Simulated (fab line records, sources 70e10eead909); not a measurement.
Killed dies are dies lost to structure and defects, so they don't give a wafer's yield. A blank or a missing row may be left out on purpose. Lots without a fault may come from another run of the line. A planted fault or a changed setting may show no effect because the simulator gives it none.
Which tool did it? | flow nand_harc | 24 lots, 72 wafers sampled, at 1 step of a route of 1302

WHAT THE GAUGES READ, wafer by wafer
NHARC_A_CONTACT_INSPECT_44. Usual: raw_defect_count 78, standard deviation 33.
lot  | measured     | on                | raw_defect_count | flag
L074 | day 21 11:01 | defect_inspect-02 | 79 74 62         |
L075 | day 22 03:23 | defect_inspect-02 | 92 100 89        |
L079 | day 22 14:50 | defect_inspect-02 | 65 58 61         |
L077 | day 22 15:02 | defect_inspect-01 | 77 81 65         |
L078 | day 22 22:47 | defect_inspect-01 | 74 76 58         |
L076 | day 22 23:00 | defect_inspect-01 | 52 50 51         |
L080 | day 23 23:01 | defect_inspect-02 | 82 68 66         |
L081 | day 24 09:35 | defect_inspect-02 | 143 113 110      |
L082 | day 24 12:53 | defect_inspect-01 | 146 140 142      |
L085 | day 25 23:58 | defect_inspect-02 | 21 16 14         |
L084 | day 26 05:37 | defect_inspect-02 | 71 64 61         |
L086 | day 26 05:38 | defect_inspect-01 | 133 145 131      |
L083 | day 26 14:10 | defect_inspect-01 | 69 86 79         |
L087 | day 27 02:25 | defect_inspect-01 | 102 87 90        |
L089 | day 27 11:04 | defect_inspect-01 | 116 90 106       |
L088 | day 27 12:07 | defect_inspect-02 | 91 90 94         |
L090 | day 28 04:02 | defect_inspect-01 | 25 34 31         |
L091 | day 28 18:44 | defect_inspect-01 | 88 90 93         |
L092 | day 28 19:37 | defect_inspect-02 | 88 72 91         |
L093 | day 29 09:52 | defect_inspect-02 | 65 68 59         |
L094 | day 29 22:22 | defect_inspect-02 | 34 34 31         |
L095 | day 30 00:53 | defect_inspect-02 | 83 75 69         |
L096 | day 30 08:48 | defect_inspect-01 | 29 35 38         |
L097 | day 31 10:44 | defect_inspect-02 | 102 109 82       |

WHICH TOOL RAN EACH LOT (tool, then ch and the chambers of the sampled wafers, then the start)
The record holds no process step before these readings.

WHAT THE TOOLS THEMSELVES READ (means of the sampled wafers that have a number; where no wafer has one, the mark that the record gives instead)
The record holds no such reading with a usual standard deviation.

THE ANSWER, worked out from the rows above alone
Rule: a lot is off if the mean of its wafers that have a number lies more than 3 standard deviations from the usual mean. A lot without any number at a reading at which 4 lots or more have one is off too. The other lots that the step has rows for count as sound. The gauges are gone through in route order, then the tools' own readings, and for those a lot's mean is taken as printed above. The first step at which some lot is off is used, and at that step the reading that is off furthest; a lot without a number counts as furthest.
No lot is off at any reading shown: from this, nothing can be told.

WHAT THE SIMULATOR HAD PUT IN
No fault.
